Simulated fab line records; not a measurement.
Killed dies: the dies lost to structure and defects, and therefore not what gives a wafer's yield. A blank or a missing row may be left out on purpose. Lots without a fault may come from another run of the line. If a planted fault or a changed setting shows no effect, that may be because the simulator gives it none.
fab line records | flow nand_harc
record lots=11 | wafers=33 | last_day=33
route steps=1302 shown A_CONTACT@1002 END@1302
lots that met no fault: taken from a fault-free run of the same line
start_h: the number of hours between the record's first day and the start of the first shown wafer of the lot | wait_h: how many hours have passed since the lot's step before this one | " repeats the value in the row above | L1.1+2: a row that stands for several wafers | - no value, or no start given | * or withheld: withheld | < > ~ a bound
route shown NAME@n: a module of which the file shows steps, and the number in the route of the first | usual: mean/standard deviation taken from wafers without a fault | same: alike in all rows | chamber/n: place in a boat | sites: the reading at each site | _std_site: how widely they spread, as a standard deviation | _edge_site: the outer-site mean with the inner-site mean subtracted | radius_mm: how far each site lies from the wafer's centre | mask NAME#n: copy n | behind: the tool/chamber that last shaped the wafer | hold: the reason the lot was held/the length of the hold in hours/how it ended | device: the n, p or np transistor that did not switch | end of line: the route-end tests of the same wafers | for a step that has no rows: nothing shown but its recipe | killed: at the first sort, the dies lost to defects and structure; wafer yield is something else | map: a wafer's dies, x killed, . not, _ none there
set.NAME: setting as actually run; set.NAME@STEP: the setting as run at that earlier step | model.NAME: the simulator's own value behind a step, which no gauge read
a sample of lots followed through the steps of the route, with each step as a table and each wafer as a row
services: the hour from which a tool's chamber was out of use, counted from the record's first day as start_h (under 0 if before that day), plus the number of hours and why
## steps
# step NHARC_A_CONTACT_ETCH_49
# recipe target_depth_a=2600 | over_etch_frac=0.3 | time_s=475.3 | ion_energy_ev=200 | n2_flow_sccm=150 | h2_flow_sccm=150 | ar_flow_sccm=0 | rf_w=400 | bias_w=150 | chemistry=N2/H2
# usual bias_w=150.0/0.44 | chamber_pressure_mTorr=30.001/0.027 | drypump_motor_current_A=5.4/0.42 | oes_product_au=1.000/0.01 | rf_vpp_V=429.4/2.9 | showerhead_plenum_p_Torr=2.00/0.098 | throttle_valve_pct=14.172/0.0093
lot.wafer | tool        | chamber | start_h | wait_h | bias_w | chamber_pressure_mTorr | drypump_motor_current_A | oes_product_au | rf_hours_counter_h | rf_vpp_V | showerhead_plenum_p_Torr | throttle_valve_pct
L871.2    | rie_diel-13 | 3       | -       | -      | 149.8  | 30.003                 | 5.5                     | 0.994          | 25                 | 428.2    | 1.98                     | 14.175
L871.1    | "           | 0       | "       | "      | 150.8  | 30.023                 | 5.2                     | 1.000          | 27                 | 430.2    | 2.04                     | 14.167
L871.6    | "           | 0       | "       | "      | 150.3  | 29.966                 | 5.2                     | 0.998          | -                  | 431.4    | 2.04                     | 14.154
L872.1    | rie_diel-06 | 2       | -       | -      | 150.5  | 29.998                 | 4.9                     | 1.008          | 7                  | 429.7    | 1.99                     | 14.167
L872.2    | "           | 1       | "       | "      | 150.0  | 30.028                 | 5.2                     | 0.993          | 7                  | 434.0    | 2.18                     | 14.154
L872.5    | "           | 3       | "       | "      | 150.7  | 30.011                 | 5.4                     | 0.999          | -                  | 427.4    | 1.89                     | 14.165
L873.3    | rie_diel-06 | 2       | -       | -      | 150.2  | 29.987                 | 4.9                     | 0.995          | 13                 | 430.1    | 1.99                     | 14.173
L873.2    | "           | 1       | "       | "      | 150.1  | 30.009                 | 5.3                     | 0.994          | 12                 | 434.7    | 2.17                     | 14.178
L873.6    | "           | 3       | "       | "      | 150.2  | 29.986                 | 5.4                     | 0.995          | -                  | 427.1    | 1.89                     | 14.181
L874.3    | rie_diel-06 | 0       | -       | -      | 150.1  | 30.014                 | 5.4                     | 1.006          | 20                 | 427.4    | 1.92                     | 14.178
L874.4    | "           | 1       | "       | "      | 149.8  | 30.043                 | 5.2                     | 1.003          | 21                 | 434.4    | 2.17                     | 14.170
L874.5    | "           | 1       | "       | "      | 149.7  | 30.003                 | 5.2                     | 1.013          | -                  | 432.5    | 2.17                     | 14.186
L876.3    | rie_diel-12 | 2       | -       | -      | 150.2  | 29.990                 | 5.4                     | 1.001          | 38                 | 426.5    | 1.91                     | 14.170
L876.2    | "           | 0       | "       | "      | 150.1  | 29.971                 | 6.3                     | 1.000          | 40                 | 430.1    | 2.06                     | 14.164
L876.5    | "           | 3       | "       | "      | 148.6  | 30.002                 | 5.9                     | 1.016          | -                  | 433.7    | 2.21                     | 14.164
L879.1    | rie_diel-06 | 3       | -       | -      | 150.3  | 30.014                 | 5.4                     | 0.997          | 30                 | 425.6    | 1.88                     | 14.182
L879.2    | "           | 1       | "       | "      | 150.1  | 30.013                 | 5.2                     | 0.999          | 35                 | 435.4    | 2.17                     | 14.158
L879.6    | "           | 3       | "       | "      | 150.1  | 30.042                 | 5.4                     | 0.995          | -                  | 426.3    | 1.88                     | 14.166
L882.1    | rie_diel-13 | 3       | -       | -      | 149.7  | 29.957                 | 5.6                     | 0.990          | 17                 | 428.1    | 1.98                     | 14.151
L882.4    | "           | 0       | "       | "      | 149.8  | 29.967                 | 5.2                     | 0.999          | 18                 | 431.7    | 2.04                     | 14.177
L882.6    | "           | 3       | "       | "      | 149.9  | 30.002                 | 5.6                     | 0.991          | -                  | 428.1    | 1.98                     | 14.174
L884.4    | rie_diel-12 | 2       | -       | -      | 150.0  | 30.030                 | 5.5                     | 1.000          | 2                  | 427.0    | 1.90                     | 14.174
L884.1    | "           | 0       | "       | "      | 150.2  | 30.005                 | 6.3                     | 1.029          | 1                  | 431.5    | 2.06                     | 14.167
L884.5    | "           | 3       | "       | "      | 149.7  | 30.032                 | 5.9                     | 1.031          | -                  | 434.0    | 2.20                     | 14.179
L883.1    | rie_diel-06 | 2       | -       | -      | 149.8  | 29.989                 | 4.9                     | 0.991          | 52                 | 428.6    | 1.98                     | 14.168
L883.5    | "           | 1       | "       | "      | 149.9  | 30.081                 | 5.2                     | 1.000          | -                  | 432.6    | 2.16                     | 14.178
L883.6    | "           | 2       | "       | "      | 149.4  | 29.977                 | 4.9                     | 0.994          | -                  | 427.8    | 1.98                     | 14.177
L886.2    | rie_diel-13 | 1       | -       | -      | 149.0  | 30.055                 | 5.6                     | 0.995          | 23                 | 430.7    | 2.10                     | 14.171
L886.4    | "           | 0       | "       | "      | 149.9  | 29.982                 | 5.2                     | 1.006          | 24                 | 430.3    | 2.04                     | 14.175
L886.6    | "           | 2       | "       | "      | 150.5  | 29.941                 | 4.9                     | 0.989          | -                  | 427.3    | 1.90                     | 14.177
L892.1    | rie_diel-12 | 2       | -       | -      | 149.6  | 29.955                 | 5.4                     | 1.012          | 33                 | 425.7    | 1.89                     | 14.164
L892.3    | "           | 1       | "       | "      | 149.6  | 30.042                 | 6.6                     | 1.013          | 31                 | 425.8    | 1.89                     | 14.161
L892.6    | "           | 2       | "       | "      | 150.6  | 29.983                 | 5.4                     | 1.009          | -                  | 426.9    | 1.89                     | 14.178
# step NHARC_A_CONTACT_ETCH_111
# recipe source_w=withheld | pressure_mtorr=20 | bias_v=withheld | time_s=140 | target_depth_a=7000 | ar_flow_sccm=withheld | c4f8_flow_sccm=withheld | o2_flow_sccm=withheld | chemistry=C4F8/O2/Ar
# usual chamber_pressure_mTorr=20.001/0.019 | oes_air_line_au=0.998/0.022
lot.wafer | tool            | chamber | start_h | wait_h | chamber_pressure_mTorr | oes_air_line_au | rf_hours_counter_h
L871.2    | har_cap_etch-03 | 0       | 508.73  | -      | 20.009                 | 1.007           | 42
L871.1    | "               | 1       | "       | "      | 19.997                 | 0.987           | 42
L871.6    | "               | 1       | "       | "      | 19.985                 | 1.000           | -
L872.2    | har_cap_etch-02 | 0       | 511.23  | -      | 19.989                 | 1.044           | 88
L872.1    | "               | 1       | "       | "      | 20.023                 | 0.978           | 88
L872.5    | "               | 1       | "       | "      | 19.989                 | 0.986           | -
L873.2    | har_cap_etch-02 | 1       | 525.11  | -      | 20.022                 | 1.005           | 90
L873.3    | "               | 1       | "       | "      | 19.993                 | 1.038           | -
L873.6    | "               | 1       | "       | "      | 20.008                 | 1.016           | -
L874.3    | har_cap_etch-01 | 0       | 538.47  | -      | 19.982                 | 0.972           | -
L874.4    | "               | 1       | "       | "      | 20.003                 | 1.002           | -
L874.5    | "               | 1       | "       | "      | 19.991                 | 0.967           | -
L876.2    | har_cap_etch-03 | 0       | 562.39  | -      | 19.990                 | 0.945           | 49
L876.3    | "               | 0       | "       | "      | 19.970                 | 0.968           | -
L876.5    | "               | 0       | "       | "      | 19.998                 | 0.966           | -
L879.1    | har_cap_etch-02 | 0       | 585.17  | -      | 20.014                 | 1.024           | 101
L879.2    | "               | 1       | "       | "      | 19.974                 | 1.000           | 101
L879.6    | "               | 1       | "       | "      | 19.996                 | 0.990           | -
L882.1    | har_cap_etch-03 | 0       | 629.96  | -      | 20.016                 | 0.964           | 60
L882.4    | "               | 1       | "       | "      | 20.021                 | 0.993           | -
L882.6    | "               | 1       | "       | "      | 20.037                 | 1.005           | -
L884.1    | har_cap_etch-02 | 1       | 638.64  | -      | 20.001                 | 1.003           | 110
L884.4    | "               | 1       | "       | "      | 19.986                 | 1.005           | -
L884.5    | "               | 0       | "       | "      | 20.011                 | 0.963           | -
L883.1    | har_cap_etch-02 | 0       | 645.23  | -      | 20.014                 | 1.000           | 113
L883.6    | "               | 0       | "       | "      | 20.029                 | 1.009           | -
L883.5    | "               | 1       | "       | "      | 20.042                 | 0.963           | -
L886.2    | har_cap_etch-01 | 0       | 653.94  | -      | 19.975                 | 1.017           | 28
L886.4    | "               | 1       | "       | "      | 19.987                 | 0.982           | -
L886.6    | "               | 1       | "       | "      | 20.007                 | 1.005           | -
L892.1    | har_cap_etch-02 | 1       | 717.93  | -      | 19.991                 | 1.010           | 125
L892.3    | "               | 0       | "       | "      | 19.978                 | 1.007           | -
L892.6    | "               | 1       | "       | "      | 20.016                 | 0.984           | -
# step NHARC_A_CONTACT_ETCH_112
# recipe source_w=withheld | pressure_mtorr=20 | bias_v=3000 | time_s=190 | target_depth_a=18500 | ar_flow_sccm=withheld | c4f8_flow_sccm=withheld | o2_flow_sccm=withheld | chemistry=C4F8/O2/Ar
# usual chamber_pressure_mTorr=20.000/0.02 | oes_air_line_au=0.997/0.021
lot.wafer | tool            | chamber | start_h | wait_h | chamber_pressure_mTorr | oes_air_line_au | rf_hours_counter_h
L871.2    | har_cap_etch-03 | 0       | 508.93  | 0.2    | 19.992                 | 1.026           | 42
L871.1    | "               | 1       | "       | "      | 20.012                 | 0.977           | 42
L871.6    | "               | 1       | "       | "      | 19.953                 | 0.987           | -
L872.2    | har_cap_etch-02 | 0       | 511.43  | 0.2    | 20.027                 | 1.009           | 88
L872.1    | "               | 1       | "       | "      | 19.988                 | 1.007           | 88
L872.5    | "               | 1       | "       | "      | 20.038                 | 0.982           | -
L873.2    | har_cap_etch-02 | 1       | 525.31  | 0.2    | 19.982                 | 0.997           | 90
L873.3    | "               | 1       | "       | "      | 20.009                 | 0.971           | -
L873.6    | "               | 1       | "       | "      | 19.989                 | 0.983           | -
L874.3    | har_cap_etch-01 | 0       | 538.66  | 0.2    | 20.021                 | 0.994           | -
L874.4    | "               | 1       | "       | "      | 19.975                 | 0.992           | -
L874.5    | "               | 1       | "       | "      | 20.014                 | 0.989           | -
L876.2    | har_cap_etch-03 | 0       | 562.60  | 0.2    | 20.000                 | 1.009           | 49
L876.3    | "               | 0       | "       | "      | 19.987                 | 0.971           | -
L876.5    | "               | 0       | "       | "      | 19.989                 | 0.993           | -
L879.1    | har_cap_etch-02 | 0       | 585.37  | 0.2    | 19.989                 | 0.974           | 102
L879.2    | "               | 1       | "       | "      | 20.009                 | 0.984           | 102
L879.6    | "               | 1       | "       | "      | 19.992                 | 0.974           | -
L882.1    | har_cap_etch-03 | 0       | 630.16  | 0.2    | 20.027                 | 0.979           | 60
L882.4    | "               | 1       | "       | "      | 19.959                 | 0.973           | -
L882.6    | "               | 1       | "       | "      | 20.021                 | 0.999           | -
L884.1    | har_cap_etch-02 | 1       | 638.90  | 0.2    | 20.027                 | 1.001           | 111
L884.4    | "               | 1       | "       | "      | 19.969                 | 0.976           | -
L884.5    | "               | 0       | "       | "      | 20.003                 | 0.991           | -
L883.1    | har_cap_etch-02 | 0       | 645.49  | 0.2    | 20.000                 | 0.981           | 113
L883.6    | "               | 0       | "       | "      | 20.024                 | 1.016           | -
L883.5    | "               | 1       | "       | "      | 20.003                 | 0.999           | -
L886.2    | har_cap_etch-01 | 0       | 654.14  | 0.2    | 20.022                 | 0.974           | 28
L886.4    | "               | 1       | "       | "      | 20.010                 | 1.018           | -
L886.6    | "               | 1       | "       | "      | 19.990                 | 1.001           | -
L892.1    | har_cap_etch-02 | 1       | 718.13  | 0.2    | 19.979                 | 0.996           | 125
L892.3    | "               | 0       | "       | "      | 19.999                 | 0.997           | -
L892.6    | "               | 1       | "       | "      | 19.991                 | 1.005           | -
# step NHARC_A_CONTACT_ETCH_115
# recipe source_w=withheld | pressure_mtorr=20 | bias_v=3000 | time_s=190 | target_depth_a=18500 | ar_flow_sccm=withheld | c4f8_flow_sccm=withheld | o2_flow_sccm=withheld | chemistry=C4F8/O2/Ar
# usual chamber_pressure_mTorr=20.000/0.018 | oes_air_line_au=0.998/0.02
lot.wafer | tool            | chamber | start_h | wait_h | chamber_pressure_mTorr | oes_air_line_au | rf_hours_counter_h
L871.2    | har_cap_etch-03 | 0       | 509.44  | 0.1    | 20.014                 | 0.979           | 43
L871.1    | "               | 1       | "       | "      | 20.010                 | 0.970           | 43
L871.6    | "               | 1       | "       | "      | 19.986                 | 0.986           | -
L872.2    | har_cap_etch-02 | 0       | 511.94  | 0.1    | 19.991                 | 0.999           | 88
L872.1    | "               | 1       | "       | "      | 20.013                 | 1.021           | 88
L872.5    | "               | 1       | "       | "      | 20.017                 | 1.023           | -
L873.2    | har_cap_etch-02 | 1       | 525.82  | 0.1    | 19.978                 | 0.962           | 90
L873.3    | "               | 1       | "       | "      | 19.993                 | 1.013           | -
L873.6    | "               | 1       | "       | "      | 19.996                 | 0.969           | -
L874.3    | har_cap_etch-01 | 0       | 539.17  | 0.1    | 20.012                 | 1.031           | -
L874.4    | "               | 1       | "       | "      | 20.019                 | 0.981           | -
L874.5    | "               | 1       | "       | "      | 20.015                 | 0.994           | -
L876.2    | har_cap_etch-03 | 0       | 563.11  | 0.1    | 19.994                 | 1.026           | 49
L876.3    | "               | 0       | "       | "      | 20.003                 | 0.992           | -
L876.5    | "               | 0       | "       | "      | 20.021                 | 1.023           | -
L879.1    | har_cap_etch-02 | 0       | 585.89  | 0.1    | 20.002                 | 0.986           | 102
L879.2    | "               | 1       | "       | "      | 19.986                 | 1.007           | 102
L879.6    | "               | 1       | "       | "      | 20.025                 | 1.005           | -
L882.1    | har_cap_etch-03 | 0       | 630.67  | 0.1    | -                      | -               | -
L882.4    | "               | 1       | "       | "      | -                      | -               | -
L882.6    | "               | 1       | "       | "      | -                      | -               | -
L884.1    | har_cap_etch-02 | 1       | 639.58  | 0.2    | -                      | -               | -
L884.4    | "               | 1       | "       | "      | -                      | -               | -
L884.5    | "               | 0       | "       | "      | -                      | -               | -
L883.1    | har_cap_etch-02 | 0       | 646.17  | 0.2    | 19.961                 | 1.003           | 113
L883.6    | "               | 0       | "       | "      | 20.000                 | 1.018           | -
L883.5    | "               | 1       | "       | "      | 20.040                 | 1.019           | -
L886.2    | har_cap_etch-01 | 0       | 654.65  | 0.1    | 19.989                 | 0.990           | 28
L886.4    | "               | 1       | "       | "      | 20.018                 | 0.991           | -
L886.6    | "               | 1       | "       | "      | 20.025                 | 0.996           | -
L892.1    | har_cap_etch-02 | 1       | 718.64  | 0.1    | 20.012                 | 0.982           | 126
L892.3    | "               | 0       | "       | "      | 19.990                 | 1.002           | -
L892.6    | "               | 1       | "       | "      | 20.000                 | 0.990           | -
# step NHARC_END_SORT_01
# recipe temp_c=25
# usual killed_at_array=55/22 | killed_at_other=1.1/1.4 | killed_at_periphery=4/3.2 | killed_dies=59/22 | killed_open=3.3/1.8 | killed_short=2.5/1.5
# same gross_dies=677
lot.wafer | tool      | chamber | start_h | wait_h | killed_at_array | killed_at_other | killed_at_periphery | killed_dies | killed_open | killed_short
L874.3    | prober-01 | 0       | 609.54  | 3.1    | 66              | 1               | 4                   | 71          | 11          | 3
L874.4    | prober-01 | 0       | 610.33  | 3.4    | 48              | 3               | 1                   | 52          | 4           | 3
L874.5    | prober-01 | 0       | 611.12  | 3.7    | 47              | 0               | 0                   | 47          | 1           | 6
L882.1    | prober-01 | 0       | 705.01  | 2.5    | 670             | 2               | 5                   | 677         | 5           | 2
L882.4    | prober-01 | 0       | 707.42  | 3.4    | 671             | 0               | 6                   | 677         | 1           | 3
L882.6    | prober-01 | 0       | 709.03  | 4.0    | 664             | 1               | 12                  | 677         | 5           | 0
L884.1    | prober-02 | 0       | 712.80  | 2.5    | 669             | 0               | 8                   | 677         | 4           | 4
L884.4    | prober-02 | 0       | 715.19  | 3.4    | 674             | 0               | 3                   | 677         | 4           | 4
L884.5    | prober-02 | 0       | 715.99  | 3.7    | 675             | 0               | 2                   | 677         | 4           | 4
# killed by level:class
L874.3 A_SLIT:chamber_film_flake=33 A_CHANNEL_HOLE_D2:chamber_film_flake=13 A_STAIRCASE:chamber_film_flake=3 P_M0:geometric_particle:open=2 A_ONON_D1:geometric_particle:open=2 A_M0:geometric_particle:open=2 A_DECK1_JOINT:chamber_film_flake=2 A_CHANNEL_FILL_D2:chamber_film_flake=2
L874.4 A_SLIT:chamber_film_flake=24 A_CHANNEL_HOLE_D2:chamber_film_flake=8 THIN_TSV:chamber_film_flake=3 A_ZERO_WELL:chamber_film_flake=2 A_CHANNEL_HOLE_D1:chamber_film_flake=2 A_DECK1_JOINT:chamber_film_flake=2 A_STAIRCASE:chamber_film_flake=2 P_M0:geometric_particle:open=1
L874.5 A_SLIT:chamber_film_flake=30 A_CHANNEL_HOLE_D2:chamber_film_flake=4 A_STAIRCASE:chamber_film_flake=3 A_ONON_D1:geometric_particle:short=2 A_CHANNEL_FILL_D1:geometric_particle:short=1 A_CHANNEL_FILL_D2:geometric_particle:short=1 A_WL_FILL:geometric_particle:short=1 A_M0:geometric_particle:open=1
L882.1 A_CONTACT:area_etch=618 A_SLIT:chamber_film_flake=31 A_CHANNEL_HOLE_D1:chamber_film_flake=8 A_CONTACT:chamber_film_flake=3 P_CONTACT:chamber_film_flake=2 A_SGD_CUT:chamber_film_flake=2 A_M0:chamber_film_flake=2 P_GATE:geometric_particle:open=1
L882.4 A_CONTACT:area_etch=610 A_SLIT:chamber_film_flake=35 A_CHANNEL_HOLE_D1:chamber_film_flake=9 P_CONTACT:chamber_film_flake=4 A_CONTACT:chamber_film_flake=4 A_STAIRCASE:chamber_film_flake=3 P_ZERO_WELL:chamber_film_flake=2 A_ZERO_WELL:chamber_film_flake=2
L882.6 A_CONTACT:area_etch=613 A_SLIT:chamber_film_flake=33 A_CHANNEL_HOLE_D1:chamber_film_flake=8 P_ZERO_WELL:chamber_film_flake=4 P_CONTACT:geometric_particle:open=3 P_CONTACT:chamber_film_flake=3 A_STAIRCASE:chamber_film_flake=3 A_CONTACT:chamber_film_flake=2
L884.1 A_CONTACT:area_etch=588 A_SLIT:chamber_film_flake=31 A_CHANNEL_HOLE_D2:chamber_film_flake=21 A_CHANNEL_HOLE_D1:chamber_film_flake=10 P_GATE:chamber_film_flake=6 A_CHANNEL_FILL_D1:chamber_film_flake=4 A_STAIRCASE:chamber_film_flake=3 P_M2:chamber_film_flake=2
L884.4 A_CONTACT:area_etch=600 A_SLIT:chamber_film_flake=30 A_CHANNEL_HOLE_D2:chamber_film_flake=20 A_CHANNEL_HOLE_D1:chamber_film_flake=14 P_CONTACT:geometric_particle:open=1 A_ONON_D1:geometric_particle:open=1 A_CHANNEL_FILL_D1:geometric_particle:open=1 A_ONON_D2:geometric_particle:short=1
L884.5 A_CONTACT:area_etch=601 A_SLIT:chamber_film_flake=26 A_CHANNEL_HOLE_D2:chamber_film_flake=21 A_CHANNEL_HOLE_D1:chamber_film_flake=12 A_CONTACT:chamber_film_flake=6 A_STAIRCASE:chamber_film_flake=2 P_M0:geometric_particle:open=1 A_ONON_D1:geometric_particle:short=1
## services
tool            | chamber | start_h | hours | kind
rie_diel-06     | -       | 485.10  | 9.0   | pm
rie_diel-06     | 0       | 485.10  | 9.0   | vent_cycle
rie_diel-06     | 1       | 485.10  | 9.0   | vent_cycle
rie_diel-06     | 2       | 485.10  | 9.0   | vent_cycle
har_cap_etch-01 | -       | 497.00  | 17.0  | pm
har_cap_etch-01 | 0       | 497.00  | 17.0  | vent_cycle
har_cap_etch-01 | 1       | 497.00  | 17.0  | vent_cycle
har_cap_etch-02 | -       | 498.05  | 0.2   | repair
har_cap_etch-01 | 0       | 514.00  | -     | clean
har_cap_etch-01 | 1       | 514.00  | -     | clean
rie_diel-13     | -       | 519.00  | 9.0   | pm
har_cap_etch-01 | -       | 533.08  | 1.5   | repair
har_cap_etch-03 | -       | 571.77  | 11.1  | repair
rie_diel-06     | -       | 595.66  | 1.1   | repair
har_cap_etch-03 | -       | 603.79  | 0.5   | repair
rie_diel-12     | -       | 622.52  | 9.0   | pm
rie_diel-12     | 3       | 659.32  | 4.4   | repair
rie_diel-06     | 3       | 659.80  | 7.1   | repair
rie_diel-06     | -       | 662.19  | 9.0   | pm
rie_diel-06     | 0       | 684.17  | 3.9   | repair
rie_diel-06     | 3       | 685.44  | 4.0   | repair
rie_diel-13     | -       | 696.00  | 9.0   | pm
rie_diel-06     | 1       | 712.29  | 6.2   | repair
rie_diel-12     | 3       | 715.36  | 4.2   | repair
## key
first_sign step=NHARC_A_CONTACT_ETCH_115 | reading=tool_record | direction=missing
effect step=NHARC_END_SORT_01 | reading=killed_dies | direction=up | sigmas=28 | usual=59 | struck=677
more_kills_born_at NHARC_A_CONTACT_ETCH_115@har_cap_etch-03=1841 | NHARC_A_CONTACT_ETCH_115@har_cap_etch-02=1789
met_at NHARC_A_CONTACT_ETCH_115
struck_lots L882,L884
later_rows_left_out L882.1,L882.4,L882.6,L884.1,L884.4,L884.5
tester_left_out L882,L884
not_acting_at NHARC_A_CONTACT_ETCH_49,NHARC_A_CONTACT_ETCH_111,NHARC_A_CONTACT_ETCH_112
onset_between 585.89 630.67
fault kind=skipped_step_whole | tool=har_cap_etch-02,har_cap_etch-03 | chamber=- | onset_h=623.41 | steps=NHARC_A_CONTACT_ETCH_115 | scope=struck_lots_only
# tester_left_out: of these lots the tester's yield and bins aren't shown, on N5 and GAA mostly nor the transistor test; their killed dies are dies lost to structure and defects alone, not to doping, threshold or leakage, so they don't give the yield
# later_rows_left_out: the simulator's readings of these wafers behind a module that went badly wrong aren't trusted and aren't shown, but for the sort
